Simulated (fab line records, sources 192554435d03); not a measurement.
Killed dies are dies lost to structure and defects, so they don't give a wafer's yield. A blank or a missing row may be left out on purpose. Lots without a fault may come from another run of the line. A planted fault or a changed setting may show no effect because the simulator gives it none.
A struck lot beside a sound one | flow n5_finfet | 26 steps out of a route of 1938
Sound: wafers L947.2, L947.5, L947.6. Struck: wafers L952.3, L952.4, L952.5. The cause comes at the end.
At each step with rows: each side's tool, then ch and its chambers, then its first start. Under that, the readings that differ: sound wafers | struck wafers | difference of the means | sigmas: that difference in standard deviations of wafers without a fault.
alike: readings whose means differ by less than 2 such deviations, and words and numbers that are the same on both sides. not compared: withheld readings, readings that some wafer has no value for, bounds like >300 that may hide the same value, and numbers for which the record gives no deviation and whose values overlap.
The two part at a step that has a row with sigmas, a row that says differs or no value, or rows on one side only. Numbers that don't overlap but have no deviation are shown without sigmas and don't part them. A reading that every wafer of one side lacks parts them only if that side has two wafers or more.

first, 11 steps without rows for these wafers: N5_GATE_CUT_ETCHBACK_30 (etches TiN in Cl2/Ar, target depth 3 nm); N5_GATE_CUT_VAPOR_ETCH_60 (etches HfO2 in BCl3/Cl2); N5_GATE_CUT_ETCH_58 (etches SiNx in CH3F/O2, target depth 17 nm, time 128.6 s); N5_GATE_CUT_STRIP_59 (strips in N2/H2, time 20 s); N5_GATE_CUT_PRECLEAN_31 (cleans in DIW, time 300 s); N5_GATE_CUT_SRD_32 (time 30 s); N5_GATE_CUT_SAC_CAP_01 (material SiNx, target thk 24 nm, pulse time 1 s, ald cycles 480); N5_GATE_CUT_PECVD_57 (deposits SiNx from SiH4/NH3/N2, target thk 21 nm); N5_GATE_CUT_CMP_02 (polishes, stops on SiO2, t overpolish 12.7 s, target thk 0 nm); N5_GATE_CUT_HM_DEP_46 (deposits SiO2 from TEOS/O2, target thk 130 nm, time 26.6 s); N5_GATE_CUT_COAT_34 (time 60 s, resist thk 60 nm).
N5_GATE_CUT_COAT_35: time 60 s, resist thk 10 nm.
  sound on litho_track-05 ch 0, day 8 01:07; struck on litho_track-05 ch 0, day 9 04:49
  reading              | sound                | struck               | difference | sigmas
  spin_speed_rpm (rpm) | 1500.5 1498.4 1499.7 | 1417.0 1416.0 1418.8 | -82.3      | -88
  alike: plate_temp_C
then, 9 steps without rows for these wafers: N5_GATE_CUT_COAT_27 (time 60 s, resist thk 10 nm); N5_GATE_CUT_COAT_07 (resist thk 30 nm); N5_GATE_CUT_EBR_09; N5_GATE_CUT_SOFTBAKE_08 (time 60 s); N5_GATE_CUT_EXPOSE_10 (exposes mask GATE CUT, target cd 20 nm); N5_GATE_CUT_PEB_11 (peb time 60 s); N5_GATE_CUT_DEVELOP_12 (develop time 30 s); N5_GATE_CUT_DESCUM_18 (chemistry O2, time 7 s); N5_GATE_CUT_ETCH_28 (etches underlayer in N2/H2, target depth 13 nm, time 10.4 s).
N5_GATE_CUT_ETCH_36: etches SiARC in CF4, target depth 13 nm, time 21.7 s.
  sound on rie_diel-04 ch 0,1,2, day 8 01:53; struck on rie_diel-04 ch 2,3, day 9 05:16
  reading                  | sound             | struck          | difference | sigmas
  etch_rf_on_time_s (s)    | 21.7 21.5 20.8    | 22.6 22.8 22.8  | +1.4       | +2
  model.etch.depth_nm (nm) | 10.02 10.02 10.02 | 10.3 10.3 10.34 | +0.3       |
  alike: bias_w, drypump_motor_current_A, oes_product_au, rf_vpp_V, showerhead_plenum_p_Torr, throttle_valve_pct
  not compared: rf_hours_counter_h
N5_GATE_CUT_ETCH_37: etches SOC in N2/H2, target depth 60 nm, overetch 12 nm, time 90 s.
  sound on rie_diel-04 ch 0,1,2, day 8 01:54; struck on rie_diel-04 ch 2,3, day 9 05:18
  alike: bias_w, drypump_motor_current_A, oes_product_au, rf_vpp_V, showerhead_plenum_p_Torr, throttle_valve_pct
  not compared: rf_hours_counter_h, model.SiARC_of_GATE_CUT_COAT_35.thk_nm
then, 1 step without rows for these wafers: N5_GATE_CUT_STRIP_38 (strips in N2/H2).
-- the record jumps here: 4 days lie between the struck wafers' starts before and after (it left off in module GATE_CUT and takes up again in module BEOL_M4, whose first step shown is number 1111 of the route) --
N5_BEOL_M4_RC_MEAS_101:
  sound on prober-02 ch 0, day 12 01:32; struck on prober-02 ch 0, day 12 21:37
  alike: DIBL_N, DIBL_P, IOFF_N, IOFF_P, ION_N, ION_P, SS_N, SS_P, VT_N, VT_P
-- the record jumps here: 4 days lie between the struck wafers' starts before and after (it left off in module BEOL_M4 and takes up again in module PASSIVATION, whose first step shown is number 1936 of the route) --
N5_PASSIVATION_PROBE_49:
  sound on prober-01, day 16 15:28; struck on prober-02, day 17 07:25
  alike: defect_limited_yield, killed_at_M0_to_M3, killed_at_M4_up, killed_at_contacts, killed_at_front_end, killed_at_other, killed_dies, killed_on_rim, killed_open, killed_short, sort_bin_5_function, sort_bin_6_memory, sort_bin_8_speed, sort_n_pass, sort_yield_pct

WHERE THEY PART
First at N5_GATE_CUT_COAT_35; last, within this record, at N5_GATE_CUT_ETCH_36. Later steps at which nothing parts them and some readings are alike: N5_GATE_CUT_ETCH_37, N5_BEOL_M4_RC_MEAS_101, N5_PASSIVATION_PROBE_49.

WHY: what the simulator had put in
Process parameter drift: litho_track-05, from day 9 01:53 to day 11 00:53, at N5_GATE_CUT_COAT_35. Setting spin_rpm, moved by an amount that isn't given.
